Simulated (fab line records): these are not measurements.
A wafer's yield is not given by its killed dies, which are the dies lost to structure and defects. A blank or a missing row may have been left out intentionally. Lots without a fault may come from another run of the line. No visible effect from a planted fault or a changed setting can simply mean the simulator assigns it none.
Which of the tools did it? || flow n5Finfet || 10 lots, 28 wafers sampled, at 5 steps of a route of 1938

## WHAT EACH GAUGE READ, for each wafer
N5_BEOL_M4_RC_MEAS_101.
{"lot": "L772", "measured": "day 9 17:53", "on": "prober-01", "DIBL_N (mV/V)": "36.5 32.5 35.6"}
{"lot": "L777", "measured": "day 11 08:04", "on": "prober-02", "DIBL_N (mV/V)": "33.9 31.8 34.2"}
{"lot": "L783", "measured": "day 12 22:44", "on": "prober-02", "DIBL_N (mV/V)": "37.4 35.1"}
{"lot": "L785", "measured": "day 12 22:57", "on": "prober-01", "DIBL_N (mV/V)": "35.4 36.5"}
{"lot": "L787", "measured": "day 14 01:52", "on": "prober-02", "DIBL_N (mV/V)": "36.2 37.0 35.2"}
{"lot": "L788", "measured": "day 14 01:35", "on": "prober-01", "DIBL_N (mV/V)": "34.5 34.4 36.1"}
{"lot": "L789", "measured": "day 14 15:55", "on": "prober-01", "DIBL_N (mV/V)": "38.3 34.6 37.8"}
{"lot": "L790", "measured": "day 14 15:12", "on": "prober-02", "DIBL_N (mV/V)": "36.4 35.6 38.0"}
{"lot": "L792", "measured": "day 15 02:43", "on": "prober-01", "DIBL_N (mV/V)": "33.6 33.7 33.3"}
{"lot": "L794", "measured": "day 15 11:44", "on": "prober-02", "DIBL_N (mV/V)": "37.6 36.5 36.8"}

## WHAT TOOL EACH LOT RAN ON (gives the tool, then ch and the chambers of the sampled wafers, and finally the start)
{"lot": "L772", "N5_HKMG_FIN_STRIP_19": "plasmaAsher-02 ch 0,1, day 4 06:42", "N5_HKMG_FIN_ALD_71": "aldMetal-02 ch 0,1,2, day 4 08:17", "N5_HKMG_FIN_ALD_21": "aldMetal-01 ch 1,2,3, day 4 09:23", "N5_GATE_CUT_ETCH_56": "rieMetal-01 ch 0, day 4 10:47"}
{"lot": "L777", "N5_HKMG_FIN_STRIP_19": "plasmaAsher-01 ch 0,1, day 5 15:15", "N5_HKMG_FIN_ALD_71": "aldMetal-01 ch 1,2,3, day 5 16:46", "N5_HKMG_FIN_ALD_21": "aldMetal-03 ch 0,2,3, day 5 17:50", "N5_GATE_CUT_ETCH_56": "rieMetal-01 ch 0,1, day 5 19:16"}
{"lot": "L783", "N5_HKMG_FIN_STRIP_19": "plasmaAsher-01 ch 1, day 7 05:52", "N5_HKMG_FIN_ALD_71": "aldMetal-02 ch 1,2, day 7 07:20", "N5_HKMG_FIN_ALD_21": "aldMetal-01 ch 1,3, day 7 08:46", "N5_GATE_CUT_ETCH_56": "rieMetal-01 ch 0,1, day 7 10:14"}
{"lot": "L785", "N5_HKMG_FIN_STRIP_19": "plasmaAsher-01 ch 0,1, day 7 12:53", "N5_HKMG_FIN_ALD_71": "aldMetal-03 ch 0,1, day 7 14:21", "N5_HKMG_FIN_ALD_21": "aldMetal-01 ch 3, day 7 15:31", "N5_GATE_CUT_ETCH_56": "rieMetal-01 ch 0,1, day 7 16:55"}
{"lot": "L787", "N5_HKMG_FIN_STRIP_19": "plasmaAsher-01 ch 0, day 8 01:10", "N5_HKMG_FIN_ALD_71": "aldMetal-02 ch 1,2, day 8 02:41", "N5_HKMG_FIN_ALD_21": "aldMetal-03 ch 0,1,3, day 8 03:46", "N5_GATE_CUT_ETCH_56": "rieMetal-01 ch 0,1, day 8 05:13"}
{"lot": "L788", "N5_HKMG_FIN_STRIP_19": "plasmaAsher-01 ch 0,1, day 8 06:25", "N5_HKMG_FIN_ALD_71": "aldMetal-02 ch 2,3, day 8 07:45", "N5_HKMG_FIN_ALD_21": "aldMetal-02 ch 1,3, day 8 08:50", "N5_GATE_CUT_ETCH_56": "rieMetal-01 ch 0,1, day 8 10:16"}
{"lot": "L789", "N5_HKMG_FIN_STRIP_19": "plasmaAsher-02 ch 0,1, day 8 10:16", "N5_HKMG_FIN_ALD_71": "aldMetal-01 ch 1,2,3, day 8 11:44", "N5_HKMG_FIN_ALD_21": "aldMetal-02 ch 0,2, day 8 12:49", "N5_GATE_CUT_ETCH_56": "rieMetal-03 ch 0,1, day 8 14:13"}
{"lot": "L790", "N5_HKMG_FIN_STRIP_19": "plasmaAsher-01 ch 0,1, day 8 18:35", "N5_HKMG_FIN_ALD_71": "aldMetal-01 ch 0,1, day 8 20:14", "N5_HKMG_FIN_ALD_21": "aldMetal-02 ch 1,2,3, day 8 21:20", "N5_GATE_CUT_ETCH_56": "rieMetal-03 ch 0,1, day 8 22:44"}
{"lot": "L792", "N5_HKMG_FIN_STRIP_19": "plasmaAsher-02 ch 0,1, day 9 08:18", "N5_HKMG_FIN_ALD_71": "aldMetal-02 ch 0,1,3, day 9 09:46", "N5_HKMG_FIN_ALD_21": "aldMetal-02 ch 0,3, day 9 10:56", "N5_GATE_CUT_ETCH_56": "rieMetal-01 ch 0,1, day 9 12:20"}
{"lot": "L794", "N5_HKMG_FIN_STRIP_19": "plasmaAsher-01 ch 0,1, day 9 23:40", "N5_HKMG_FIN_ALD_71": "aldMetal-02 ch 0,1,2, day 10 01:08", "N5_HKMG_FIN_ALD_21": "aldMetal-03 ch 0,2,3, day 10 02:13", "N5_GATE_CUT_ETCH_56": "rieMetal-02 ch 0,1, day 10 03:37"}
- N5_HKMG_FIN_STRIP_19: strips in N2/H2, time 360 s.
- N5_HKMG_FIN_ALD_71: deposits TiN, target thk 1 nm, pulse time 1 s, purge time 3 s.
- N5_HKMG_FIN_ALD_21: deposits TiN, target thk 1.5 nm, pulse time 1 s, purge time 3 s.
- N5_GATE_CUT_ETCH_56: etches TiN in Cl2/Ar, target depth 21.6 nm.

## THE ANSWER, worked out from the rows above alone
Rule: the lots themselves supply what counts as usual. The widest of any qualifying gaps counts: lots, ordered by their means at a reading, are off when they make up no more than a third of the lots, leave a main group of 4 or more, and stand apart from it by 3 or more times the standard deviation of that group's means. Not used: any main group whose means are identical at the precision the tables above print for the reading. A lot without any number at a reading at which 4 lots or more have one is off too. Where the step has rows for the other lots, those lots are counted as sound.
No lot is off on any of the readings shown, so nothing can be concluded from this.

## WHAT WAS PUT IN BY THE SIMULATOR
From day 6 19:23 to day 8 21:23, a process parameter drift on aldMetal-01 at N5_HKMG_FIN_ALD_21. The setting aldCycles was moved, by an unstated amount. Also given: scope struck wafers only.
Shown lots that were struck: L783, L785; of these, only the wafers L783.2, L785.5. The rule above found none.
